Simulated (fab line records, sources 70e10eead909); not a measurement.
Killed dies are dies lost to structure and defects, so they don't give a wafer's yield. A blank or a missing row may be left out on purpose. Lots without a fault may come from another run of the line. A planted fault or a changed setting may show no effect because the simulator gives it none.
Chamber matching | flow nand_harc | NHARC_A_STAIRCASE_DEP_417 on pecvd-02: 3 sister chambers
The step deposits Si3N4, target thk 60 nm. 6 wafers are shown with their chamber, then 7 later ones without.

WAFERS WITH THEIR CHAMBER
wafer  | chamber | heater_power_outer_w (W) | heater_power_w (W)
L970.1 | 0       | 530                      | 865
L970.5 | 2       | 293                      | 523
L969.4 | 0       | 530                      | 864
L969.6 | 1       | 451                      | 713
L972.1 | 2       | 338                      | 595
L972.3 | 1       | 444                      | 721

WAFERS WITHOUT THEIR CHAMBER
wafer  | heater_power_outer_w (W) | heater_power_w (W)
L972.6 | 440                      | 705
L976.3 | 346                      | 586
L976.4 | 465                      | 764
L976.6 | 347                      | 600
L977.1 | 451                      | 761
L977.4 | 466                      | 756
L977.5 | 477                      | 791

WHICH CHAMBER EACH WENT THROUGH
wafer  | from the rows above     | in truth
L972.6 | 1                       | 1
L976.3 | 2                       | 2
L976.4 | 1                       | 1
L976.6 | 2                       | 2
L977.1 | 1                       | 1
L977.4 | 1                       | 1
L977.5 | can't be placed: 1 or 0 | 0
Placed correctly: 6 of 7. Can't be placed from these rows: 1 (the true chamber is among the candidates in 1). Placed wrongly: 0.
How it was worked out, from the rows above alone: a wafer's distance from a chamber is the root of the sum, over the readings, of the square of ((its reading less the chamber's mean) divided by the reading's scatter). The wafer belongs to the nearest chamber; if the next one is less than 2 further off, it can't be placed. A chamber's mean is the mean of its shown wafers. The scatter: the root of (the sum of the squares of (reading less its chamber's mean) over the shown wafers, divided by (wafers less chambers)).
